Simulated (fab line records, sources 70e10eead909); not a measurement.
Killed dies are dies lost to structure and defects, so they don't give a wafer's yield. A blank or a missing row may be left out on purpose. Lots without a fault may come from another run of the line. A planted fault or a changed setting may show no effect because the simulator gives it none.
fab line records | flow nand_harc
record lots=6 wafers=18 last_day=33
route steps=1302 shown A_WL_FILL@971 A_CONTACT@983 END@1302
lots that met no fault: from a run of the same line without faults
start_h: hours from the record's first day to the start of the lot's first wafer shown | wait_h: hours since the lot's step before | " the same as in the row above | L1.1+2: a row that stands for several wafers | - no value, or no start given | * or withheld: withheld | < > ~ a bound
route shown NAME@n: a module of which the file shows steps, and the number in the route of the first | usual: mean/standard deviation of fault-free wafers | same: alike in all rows | chamber/n: place in a boat | sites: the reading at each site | _std_site: their standard deviation | _edge_site: outer sites' mean less inner sites' | radius_mm: how far each site lies from the wafer's centre | mask NAME#n: copy n | behind: the tool/chamber that last shaped the wafer | hold: why the lot was held/for how many hours/how that ended | device: the transistor (n, p or np) that didn't switch | end of line: the same wafers' tests at the end of the route | a step without rows: its recipe alone | killed: dies lost to structure and defects at the first sort, not the wafer's yield | map: a wafer's dies, x killed, . not, _ none there
set.NAME: the setting as run; set.NAME@STEP: as run at that earlier step | model.NAME: the simulator's own value behind a step, which no gauge read
lots at some steps of the route; a table a step, a row a wafer
services: from which hour (start_h, from the record's first day; less than 0 if before it) a tool's chamber was out of use, for how many hours, and why
## steps
# step NHARC_A_WL_FILL_CVD_23
# recipe target_thk_a=400 temp_c=620 pressure_mtorr=200 time_s=800 material=poly-Si
# step NHARC_A_WL_FILL_ETCHBACK_26
# recipe target_depth_a=520 time_s=13.3 hbr_flow_sccm=150 rf_w=350 icp_w=350 bias_w=60 chemistry=HBr
# usual drypump_motor_current_A=5.6/0.48 hbr_flow_sccm=149.9/0.45 oes_product_au=1.001/0.0076 throttle_valve_pct=23.265/0.0086
# columns lot.wafer tool chamber start_h wait_h drypump_motor_current_A hbr_flow_sccm oes_product_au rf_hours_counter_h throttle_valve_pct
L438.3 rie_si-04 3 511.46 0.4 5.5 149.4 1.001 1.0 23.267
L438.5 " 2 " " 6.3 149.7 0.991 - 23.268
L438.6 " 3 " " 5.5 150.7 1.000 - 23.257
L442.3 rie_si-04 1 580.44 0.4 4.7 150.2 1.009 0.3 23.258
L442.2 " 2 " " 6.3 149.5 1.008 0.4 23.268
L442.1 " 3 " " 5.5 150.5 1.007 0.3 23.274
L447.1 rie_si-03 3 605.27 0.4 5.8 149.6 1.003 0.1 23.269
L447.5 " 2 " " 5.3 150.0 0.998 - 23.284
L447.6 " 3 " " 5.8 150.2 1.007 - 23.265
L448.3 rie_si-03 2 628.22 0.4 5.2 150.4 1.004 0.3 23.256
L448.1 " 1 " " 5.6 149.7 0.996 0.2 23.256
L448.6 " 3 " " 5.8 150.1 0.994 - 23.288
L449.4 rie_si-04 3 628.23 0.4 5.5 149.9 0.998 0.6 23.257
L449.2 " 0 " " 6.1 150.6 0.998 0.6 23.270
L449.1 " 1 " " 4.7 149.9 1.000 0.7 23.276
L457.3 rie_si-01 0 717.34 0.4 6.4 149.6 0.989 1.0 23.270
L457.4 " 2 " " 5.7 150.6 0.996 1.0 23.255
L457.6 " 0 " " 6.3 149.5 0.983 - 23.262
# step NHARC_A_WL_FILL_PRECLEAN_30
# recipe time_s=10 chemistry=dHF
# step NHARC_A_WL_FILL_SRD_14
# step NHARC_A_WL_FILL_ALD_19
# recipe target_thk_a=20 pulse_time_s=3 ald_cycles=100 temp_c=450 material=TiN
# usual heater_power_w=1064/130 precursor_pulse_height_rel=1.000/0.022
# columns lot.wafer tool chamber start_h wait_h heater_power_w precursor_pulse_height_rel since_wet_clean_h
L438.3 ald_metal-04 2 511.73 0.1 1213 1.011 28
L438.6 " 1 " " 1253 0.972 -
L438.5 " 2 " " 1201 1.016 -
L442.3 ald_metal-01 3 580.69 0.1 1000 1.010 45
L442.1 " 0 " " 1154 1.025 45
L442.2 " 2 " " 1096 0.961 45
L447.1 ald_metal-04 0 605.57 0.1 972 1.013 122
L447.5 " 2 " " 1186 0.986 -
L447.6 " 3 " " 941 1.049 -
L448.1 ald_metal-01 1 628.51 0.1 946 0.981 93
L448.3 " 3 " " 1006 1.038 93
L448.6 " 0 " " 1164 1.045 -
L449.1 ald_metal-04 2 628.51 0.1 1185 0.984 145
L449.2 " 3 " " 957 1.007 145
L449.4 " 0 " " 964 0.992 145
L457.4 ald_metal-04 0 717.62 0.1 981 0.965 56
L457.3 " 1 " " 1268 0.963 56
L457.6 " 3 " " 974 0.968 -
# step NHARC_A_WL_FILL_CVD_20
# recipe target_thk_a=1000 temp_c=400 pressure_torr=40 wf6_flow_sccm=40 h2_flow_sccm=1600 ar_flow_sccm=1560 time_s=74 material=W
# usual heater_power_w=842/40 throttle_valve_pct=7.9/0.36
# columns lot.wafer tool chamber start_h wait_h heater_power_w since_wet_clean_h throttle_valve_pct
L438.3 cvd_w-01 0 - - 869 - 8.7
L438.6 " 1 " " 914 - 7.6
L438.5 " 0 " " 825 - 8.6
L442.1 cvd_w-02 0 - - 835 116 8.0
L442.2 " 1 " " 812 116 7.9
L442.3 " 0 " " 839 - 7.7
L447.1 cvd_w-02 0 - - 862 141 7.9
L447.5 " 1 " " 807 - 7.8
L447.6 " 0 " " 843 - 8.0
L448.1 cvd_w-02 0 - - 820 163 8.1
L448.3 " 1 " " 799 - 7.7
L448.6 " 1 " " 812 - 7.6
L449.1 cvd_w-02 1 - - 798 164 7.9
L449.2 " 0 " " 840 164 8.3
L449.4 " 1 " " 820 - 7.8
L457.4 cvd_w-01 0 - - 869 - 8.7
L457.3 " 1 " " 897 - 7.7
L457.6 " 0 " " 868 - 8.8
# step NHARC_A_WL_FILL_CMP_12
# recipe t_overpolish_s=30 target_thk_nm=100
# usual motor_current_A=11.6/0.97 overpolish_run_s=29.999/0.01 slurry_flow_ml_min=150.0/0.46 time_to_endpoint_s=19.0/1.9
# columns lot.wafer tool chamber start_h wait_h motor_current_A overpolish_run_s slurry_flow_ml_min time_to_endpoint_s
L438.3 cmp-01 3 512.14 0.1 10.1 29.982 149.8 18.1
L438.5 " 1 " " 11.0 29.986 149.3 19.3
L438.6 " 2 " " 11.7 29.993 150.4 17.2
L442.2 cmp-02 2 581.07 0.1 10.6 30.007 149.9 17.1
L442.1 " 0 " " 13.1 30.001 149.5 20.2
L442.3 " 1 " " 11.8 29.995 150.1 19.1
L447.1 cmp-02 0 605.93 0.2 13.2 29.991 150.0 17.4
L447.5 " 3 " " 12.8 30.019 150.6 17.3
L447.6 " 0 " " 13.0 29.989 150.1 16.5
L448.1 cmp-02 2 628.87 0.2 10.2 30.019 150.5 15.9
L448.3 " 3 " " 13.0 29.987 150.0 18.2
L448.6 " 2 " " 10.6 30.006 149.3 18.7
L449.2 cmp-01 0 629.01 0.1 10.0 29.999 150.5 19.0
L449.1 " 2 " " 11.3 29.999 150.4 21.0
L449.4 " 3 " " 10.2 30.007 150.4 20.0
L457.4 cmp-03 3 718.00 0.1 11.9 29.983 149.9 16.8
L457.3 " 0 " " 12.5 29.999 150.8 20.5
L457.6 " 3 " " 11.8 29.981 149.9 16.0
# step NHARC_A_WL_FILL_SRD_31
# step NHARC_A_WL_FILL_INSPECT_15
# usual raw_defect_count=493/110
# columns lot.wafer tool chamber start_h wait_h raw_defect_count
L438.3 defect_inspect-02 - 512.56 0.0 414
L438.5 " - " " 796
L438.6 " - " " 495
L442.1 defect_inspect-01 - 581.56 0.0 395
L442.2 " - " " 375
L442.3 " - " " 491
L447.1 defect_inspect-02 - 606.37 0.0 473
L447.5 " - " " 350
L447.6 " - " " 408
L448.1 defect_inspect-01 - 629.33 0.0 516
L448.3 " - " " 489
L448.6 " - " " 555
L449.1 defect_inspect-02 - 629.47 0.0 526
L449.2 " - " " 275
L449.4 " - " " 392
L457.3 defect_inspect-01 - 718.44 0.0 377
L457.4 " - " " 552
L457.6 " - " " 574
# step NHARC_A_CONTACT_DEP_24
# recipe target_thk_a=5000 temp_c=400 pressure_torr=6.5 rf_w=900 teos_flow_sccm=161.4 flow_sccm=2650 target_thk_nm=500 gas=O2 material=SiO2
# usual heater_power_w=580/100 mfc_precursor_sccm=161.5/0.46 showerhead_vpp_V=1843/110 throttle_valve_pct=16.1/0.6
# columns lot.wafer tool chamber start_h wait_h heater_power_w mfc_precursor_sccm showerhead_vpp_V since_wet_clean_h throttle_valve_pct
L438.3 pecvd-01 2 512.69 0.1 611 161.2 1800 8 15.3
L438.6 " 1 " " 490 160.7 1756 - 16.7
L438.5 " 2 " " 476 161.4 1756 - 15.5
L442.2 pecvd-02 1 581.63 0.1 451 162.0 1714 159 16.8
L442.3 " 2 " " 618 161.5 1932 159 17.1
L442.1 " 0 " " 515 161.8 1704 159 16.6
L447.1 pecvd-01 0 606.44 0.1 607 129.3 2024 101 14.9
L447.5 " 0 " " 668 128.9 2048 - 14.9
L447.6 " 1 " " 487 161.2 1786 - 16.7
L448.1 pecvd-02 2 629.40 0.1 523 161.3 1919 26 16.8
L448.3 " 0 " " 520 161.4 1745 26 16.4
L448.6 " 2 " " 566 160.5 1916 - 16.8
L449.2 pecvd-01 2 629.54 0.1 605 161.3 1792 124 15.8
L449.1 " 0 " " 596 128.9 2063 124 15.1
L449.4 " 2 " " 619 161.5 1791 - 15.5
L457.3 pecvd-02 0 718.51 0.1 591 161.1 1778 115 16.6
L457.6 " 1 " " 397 161.0 1710 - 16.6
L457.4 " 2 " " 661 162.1 1908 - 17.1
# step NHARC_END_SORT_01
# recipe temp_c=25
# usual killed_at_array=59/17 killed_at_other=0.7/0.9 killed_at_periphery=3.6/2.3 killed_dies=63/18 killed_open=3.4/1.9 killed_short=2.6/1.7
# same gross_dies=677
# columns lot.wafer tool chamber start_h wait_h killed_at_array killed_at_other killed_at_periphery killed_dies killed_open killed_short
L438.3 prober-02 0 594.48 3.1 43 0 3 46 5 0
L438.5 prober-02 0 596.08 3.7 50 0 6 56 2 4
L438.6 prober-02 0 596.88 4.0 49 0 7 56 4 0
L442.1 prober-01 0 658.06 2.5 91 0 3 94 7 2
L442.2 prober-01 0 658.87 2.8 102 1 10 113 2 3
L442.3 prober-01 0 659.67 3.1 97 2 6 105 4 1
L447.1 prober-02 0 691.77 2.5 63 1 5 69 5 0
L447.5 prober-02 0 694.95 3.7 58 1 6 65 1 2
L447.6 prober-02 0 695.74 4.0 69 0 3 72 5 0
L448.1 prober-02 0 704.52 2.5 85 1 3 89 6 2
L448.3 prober-02 0 706.12 3.1 73 2 4 79 2 5
L448.6 prober-02 0 708.51 4.0 67 1 2 70 4 2
L449.1 prober-01 0 704.53 2.5 45 0 4 49 1 2
L449.2 prober-01 0 705.33 2.8 45 0 4 49 4 4
L449.4 prober-01 0 706.92 3.4 58 0 1 59 4 2
L457.3 prober-01 0 800.66 3.1 79 1 1 81 2 2
L457.4 prober-01 0 801.45 3.4 69 0 0 69 5 1
L457.6 prober-01 0 803.05 4.0 73 1 0 74 2 3
# killed by level:class
L438.3 A_CHANNEL_HOLE_D2:chamber_film_flake=30 A_M1:chamber_film_flake=3 P_BONDPAD:chamber_film_flake=2 A_CHANNEL_HOLE_D1:chamber_film_flake=2 A_CONTACT:chamber_film_flake=2 P_CONTACT:geometric_particle:open=1 A_ONON_D2:geometric_particle:open=1 A_BLC:geometric_particle:open=1
L438.5 A_CHANNEL_HOLE_D2:chamber_film_flake=37 P_BONDPAD:chamber_film_flake=3 A_CHANNEL_HOLE_D1:chamber_film_flake=3 A_ONON_D1:geometric_particle:short=2 P_CONTACT:geometric_particle:open=1 P_M1:geometric_particle:short=1 A_SGD_CUT:geometric_particle:open=1 A_BLC:geometric_particle:short=1
L438.6 A_CHANNEL_HOLE_D2:chamber_film_flake=37 A_CHANNEL_HOLE_D1:chamber_film_flake=5 A_CONTACT:chamber_film_flake=4 P_M0:geometric_particle:open=2 P_BONDPAD:chamber_film_flake=2 P_CONTACT:geometric_particle:open=1 P_M1:geometric_particle:open=1 P_GATE:chamber_film_flake=1
L442.1 A_CHANNEL_HOLE_D1:chamber_film_flake=30 A_SLIT:chamber_film_flake=25 A_CHANNEL_HOLE_D2:chamber_film_flake=16 A_STAIRCASE:chamber_film_flake=5 A_ONON_D2:geometric_particle:open=3 A_CONTACT:chamber_film_flake=3 P_CONTACT:chamber_film_flake=2 A_ONON_D1:geometric_particle:open=1
L442.2 A_CHANNEL_HOLE_D1:chamber_film_flake=34 A_SLIT:chamber_film_flake=34 A_CHANNEL_HOLE_D2:chamber_film_flake=18 P_CONTACT:chamber_film_flake=10 A_M1:chamber_film_flake=4 A_STAIRCASE:chamber_film_flake=3 A_CONTACT:chamber_film_flake=3 A_ONON_D1:geometric_particle:short=1
L442.3 A_CHANNEL_HOLE_D1:chamber_film_flake=38 A_SLIT:chamber_film_flake=33 A_CHANNEL_HOLE_D2:chamber_film_flake=13 P_CONTACT:chamber_film_flake=6 A_STAIRCASE:chamber_film_flake=3 A_M1:chamber_film_flake=3 A_WL_FILL:geometric_particle:open=2 A_CONTACT:chamber_film_flake=2
L447.1 A_CHANNEL_HOLE_D1:chamber_film_flake=33 A_CHANNEL_HOLE_D2:chamber_film_flake=14 A_STAIRCASE:chamber_film_flake=5 A_CONTACT:chamber_film_flake=3 A_WL_FILL:geometric_particle:open=2 P_STI:chamber_film_flake=2 A_BLC:chamber_film_flake=2 P_M2:geometric_particle:open=1
L447.5 A_CHANNEL_HOLE_D1:chamber_film_flake=33 A_CHANNEL_HOLE_D2:chamber_film_flake=17 A_SLIT:chamber_film_flake=3 P_STI:chamber_film_flake=2 P_GATE:chamber_film_flake=2 A_BLC:chamber_film_flake=2 P_M0:geometric_particle:open=1 A_M1:geometric_particle:short=1
L447.6 A_CHANNEL_HOLE_D1:chamber_film_flake=33 A_CHANNEL_HOLE_D2:chamber_film_flake=19 A_WL_FILL:chamber_film_flake=4 A_CONTACT:chamber_film_flake=4 A_STAIRCASE:chamber_film_flake=2 A_BLC:chamber_film_flake=2 P_M1:geometric_particle:open=1 A_SOURCE_PLATE:geometric_particle:open=1
L448.1 A_CHANNEL_HOLE_D1:chamber_film_flake=36 A_SLIT:chamber_film_flake=34 A_CONTACT:chamber_film_flake=2 A_BLC:chamber_film_flake=2 P_M1:geometric_particle:open=1 A_ONON_D1:geometric_particle:open=1 A_DECK1_JOINT:geometric_particle:open=1 A_DECK1_JOINT:geometric_particle:short=1
L449.1 A_CHANNEL_HOLE_D2:chamber_film_flake=23 A_CHANNEL_HOLE_D1:chamber_film_flake=9 A_CONTACT:chamber_film_flake=4 A_STAIRCASE:chamber_film_flake=3 A_DECK1_JOINT:chamber_film_flake=2 P_GATE:geometric_particle:short=1 P_CONTACT:geometric_particle:open=1 A_CHANNEL_HOLE_D1:geometric_particle:short=1
L449.2 A_CHANNEL_HOLE_D2:chamber_film_flake=19 A_CHANNEL_HOLE_D1:chamber_film_flake=13 A_SLIT:chamber_film_flake=3 A_ONON_D2:geometric_particle:open=2 A_ONON_D2:geometric_particle:short=2 P_ZERO_WELL:chamber_film_flake=2 A_WL_FILL:chamber_film_flake=2 P_GATE:geometric_particle:short=1
L448.3 A_CHANNEL_HOLE_D1:chamber_film_flake=40 A_SLIT:chamber_film_flake=24 A_CHANNEL_FILL_D2:geometric_particle:short=3 P_CONTACT:chamber_film_flake=3 A_CHANNEL_FILL_D2:chamber_film_flake=3 P_M1:geometric_particle:open=1 A_CHANNEL_FILL_D1:geometric_particle:short=1 A_BLC:geometric_particle:open=1
L449.4 A_CHANNEL_HOLE_D2:chamber_film_flake=27 A_CHANNEL_HOLE_D1:chamber_film_flake=9 A_CONTACT:chamber_film_flake=8 A_WL_FILL:chamber_film_flake=5 A_CHANNEL_FILL_D1:geometric_particle:open=2 A_SLIT:chamber_film_flake=2 A_CHANNEL_FILL_D2:geometric_particle:short=2 P_GATE:geometric_particle:open=1
L448.6 A_CHANNEL_HOLE_D1:chamber_film_flake=33 A_SLIT:chamber_film_flake=24 A_CHANNEL_FILL_D2:chamber_film_flake=3 A_CHANNEL_FILL_D1:geometric_particle:short=1 A_CHANNEL_FILL_D1:geometric_particle:open=1 A_DECK1_JOINT:geometric_particle:open=1 A_CHANNEL_FILL_D2:geometric_particle:open=1 A_BLC:geometric_particle:short=1
L457.3 A_CHANNEL_HOLE_D2:chamber_film_flake=36 A_CHANNEL_HOLE_D1:chamber_film_flake=21 A_SLIT:chamber_film_flake=10 A_CONTACT:chamber_film_flake=6 A_STAIRCASE:chamber_film_flake=3 P_CONTACT:geometric_particle:open=1 A_ONON_D1:geometric_particle:open=1 A_WL_FILL:geometric_particle:short=1
L457.4 A_CHANNEL_HOLE_D2:chamber_film_flake=30 A_CHANNEL_HOLE_D1:chamber_film_flake=22 A_SLIT:chamber_film_flake=6 A_STAIRCASE:chamber_film_flake=3 A_CONTACT:geometric_particle:open=2 A_M0:geometric_particle:open=2 A_ONON_D2:geometric_particle:open=1 A_CHANNEL_FILL_D2:geometric_particle:short=1
L457.6 A_CHANNEL_HOLE_D2:chamber_film_flake=37 A_CHANNEL_HOLE_D1:chamber_film_flake=19 A_SLIT:chamber_film_flake=7 A_STAIRCASE:chamber_film_flake=2 A_ONON_D1:geometric_particle:short=1 A_CHANNEL_HOLE_D1:geometric_particle:open=1 A_CHANNEL_FILL_D2:geometric_particle:short=1 A_WL_FILL:geometric_particle:short=1
## services
# columns tool chamber start_h hours kind
pecvd-01 - 492.21 13.0 pm
cmp-02 - 495.62 4.0 repair
cmp-02 - 518.75 0.4 repair
rie_si-04 - 519.00 9.0 pm
cvd_w-02 - 520.79 1.6 repair
ald_metal-01 - 526.00 10.0 pm
cmp-02 - 526.58 4.0 pm
cvd_w-01 - 547.39 13.0 pm
rie_si-03 2 557.69 2.8 repair
rie_si-03 0 564.16 3.6 repair
cmp-02 - 582.44 1.7 repair
pecvd-02 - 590.85 13.0 pm
cvd_w-02 1 609.55 11.4 repair
cmp-02 - 624.58 4.0 pm
pecvd-01 1 626.79 8.7 repair
cvd_w-02 - 633.21 13.0 pm
ald_metal-04 - 652.00 10.0 pm
pecvd-02 0 666.99 23.4 repair
pecvd-01 - 673.21 13.0 pm
pecvd-02 - 674.26 0.3 repair
rie_si-04 - 696.00 9.0 pm
ald_metal-04 1 698.06 3.2 repair
pecvd-01 1 706.78 9.3 repair
cmp-02 - 706.81 1.1 repair
## key
first_sign step=NHARC_A_CONTACT_DEP_24 reading=mfc_precursor_sccm direction=down sigmas=71 usual=161.5 struck=129.0
effect none on later readings
met_at NHARC_A_CONTACT_DEP_24
struck_wafers L447.1,L447.5,L449.1
tester_left_out L447,L449
fault kind=process_parameter_drift tool=pecvd-01 chamber=0 onset_h=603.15 steps=NHARC_A_CONTACT_DEP_24 channel=teos_flow_sccm offset=* shape=step end_h=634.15 acts_in=* stated=*
# tester_left_out: of these lots the tester's yield and bins aren't shown, on N5 and GAA mostly nor the transistor test; their killed dies are dies lost to structure and defects alone, not to doping, threshold or leakage, so they don't give the yield
